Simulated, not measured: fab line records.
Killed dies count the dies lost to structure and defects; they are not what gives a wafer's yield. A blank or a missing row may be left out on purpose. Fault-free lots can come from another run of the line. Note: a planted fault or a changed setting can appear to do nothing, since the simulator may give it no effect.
Which tool was responsible? + flow n5Finfet + route of 1938 steps, sampled at 1 step: 10 lots, 29 wafers

== WHAT THE GAUGES SHOWED, per wafer ==
N5_BEOL_M4_RC_MEAS_101.
| lot  | measured     | on        | DIBL_N (mV/V)  |
|------|--------------|-----------|----------------|
| L185 | day 8 02:03  | prober-01 | 38.1 35.5 38.4 |
| L188 | day 8 19:58  | prober-02 | 38.1 35.6 35.8 |
| L199 | day 11 06:06 | prober-02 | 38.3 37.2 37.1 |
| L197 | day 11 07:41 | prober-01 | 39.4 37.2 39.0 |
| L200 | day 11 16:00 | prober-02 | 34.2 38.1 39.3 |
| L201 | day 11 21:11 | prober-01 | 40.2 37.6 39.0 |
| L202 | day 12 01:38 | prober-02 | 38.1 37.3 37.4 |
| L204 | day 12 12:32 | prober-01 | 36.9 37.8      |
| L203 | day 12 16:45 | prober-01 | 38.3 40.2 40.9 |
| L206 | day 13 07:31 | prober-02 | 35.7 40.3 36.5 |

== EACH LOT AND THE TOOL THAT RAN IT (in order: tool; ch and the chambers of the sampled wafers; start) ==
The record shows no process step preceding these readings.

== THE ANSWER, worked out from the rows above alone ==
Rule: the lots themselves supply what counts as usual. Put in order of their means at a reading, lots are off if they are a third of the lots or fewer, leave a main group of 4 or more, and stand apart from it by a gap of 3 or more times the standard deviation of the main group's means; of several such gaps the widest counts. The tables above print the reading to a certain number of digits; a main group whose means all agree to those digits is not used. A lot without any number at a reading at which 4 lots or more have one is off too. Where the step has rows for the other lots, those lots are counted as sound.
Nothing can be told from this: no lot is off at any reading shown.

== WHAT THE SIMULATOR HAD PUT IN ==
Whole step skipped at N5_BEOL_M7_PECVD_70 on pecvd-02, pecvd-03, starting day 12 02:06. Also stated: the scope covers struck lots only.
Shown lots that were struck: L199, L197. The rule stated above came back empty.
